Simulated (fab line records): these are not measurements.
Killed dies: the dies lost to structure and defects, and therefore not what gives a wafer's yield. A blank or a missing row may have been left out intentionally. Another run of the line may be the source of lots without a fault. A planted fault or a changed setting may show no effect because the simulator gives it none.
A single fault, viewed from 2 desks	flow n5Finfet	only its own numbers are on each desk; what lay behind them is given at the end

== TOOL OWNER'S DESK, rieDiel-05 ==
The tool's own readings at N5_BEOL_M0_SAQP_ETCH_107 (etches SiNx in CH3F/O2, target depth 30 nm): means of the sampled wafers that have a number, for each lot that ran on this tool. Any lot whose mean is over 4 standard deviations away from the usual mean is out of limits and marked OUT; that distance is given in the brackets. Shown here are 7 of its 8 readings, the ones lying furthest out on some lot.
Columns: A = CH3F_flow_sccm at N5_BEOL_M0_SAQP_ETCH_107, usual 30.00 sccm; B = mfcArSccm at N5_BEOL_M0_SAQP_ETCH_107, usual 150.0 sccm; C = oes_ar_750_au at N5_BEOL_M0_SAQP_ETCH_107, usual 0.76 a.u.; D = oesProductAu at N5_BEOL_M0_SAQP_ETCH_107, usual 0.76 a.u.; E = rfVppV at N5_BEOL_M0_SAQP_ETCH_107, usual 298 V; F = showerheadPlenumPTorr at N5_BEOL_M0_SAQP_ETCH_107, usual 2.01 Torr; G = throttleValvePct at N5_BEOL_M0_SAQP_ETCH_107, usual 16.39 %
lot	first seen here	A	B	C	D	E	F	G
L937	day 7 14:42	29.99	150.2	0.76	0.76	301	2.02	16.34
L942	day 8 20:19	29.92	150.2	0.80	0.99	299	2.01	16.17
L943	day 9 03:51	29.95	150.2	0.75	0.91	301	2.02	16.38
This desk found nothing out of limits on any of the 3 lots.

== METROLOGY DESK ==
What the gauges read for every lot (on any tool): the sampled wafers with a number, averaged. Any lot whose mean is over 4 standard deviations away from the usual mean is out of limits and marked OUT; that distance is given in the brackets. Shown here are 7 of its 11 readings, the ones lying furthest out on some lot.
Columns: A = DIBL_N at N5_BEOL_M4_RC_MEAS_101, usual 36.5 mV/V; B = DIBL_P at N5_BEOL_M4_RC_MEAS_101, usual 36.4 mV/V; C = IOFF_N at N5_BEOL_M4_RC_MEAS_101, usual 0.17 nA/um; D = IOFF_P at N5_BEOL_M4_RC_MEAS_101, usual 0.21 nA/um; E = ION_N at N5_BEOL_M4_RC_MEAS_101, usual 678 uA/um; F = VT_N at N5_BEOL_M4_RC_MEAS_101, usual 249 mV; G = VT_P at N5_BEOL_M4_RC_MEAS_101, usual -251 mV
lot	first seen here	A	B	C	D	E	F	G
L937	day 7 13:56	37.3	35.7	0.16	0.19	671	249	-253
L938	day 7 19:20	38.6	39.2	0.19	0.23	684	248	-249
L942	day 8 19:33	38.9	39.2	0.19	0.22	684	248	-253
L943	day 9 03:01	35.2	34.9	0.14	0.19	663	252	-252
L944	day 9 08:35	33.9	34.2	0.12	0.17	668	255	-255
L952	day 11 12:12	35.0	33.3	0.15	0.19	676	251	-252
This desk found nothing out of limits on any of the 6 lots.

== TAKEN TOGETHER ==
Nothing out of limits was seen by the tool owner's desk.
The metrology desk saw nothing out of limits.

== WHAT THE SIMULATOR HAD INSERTED ==
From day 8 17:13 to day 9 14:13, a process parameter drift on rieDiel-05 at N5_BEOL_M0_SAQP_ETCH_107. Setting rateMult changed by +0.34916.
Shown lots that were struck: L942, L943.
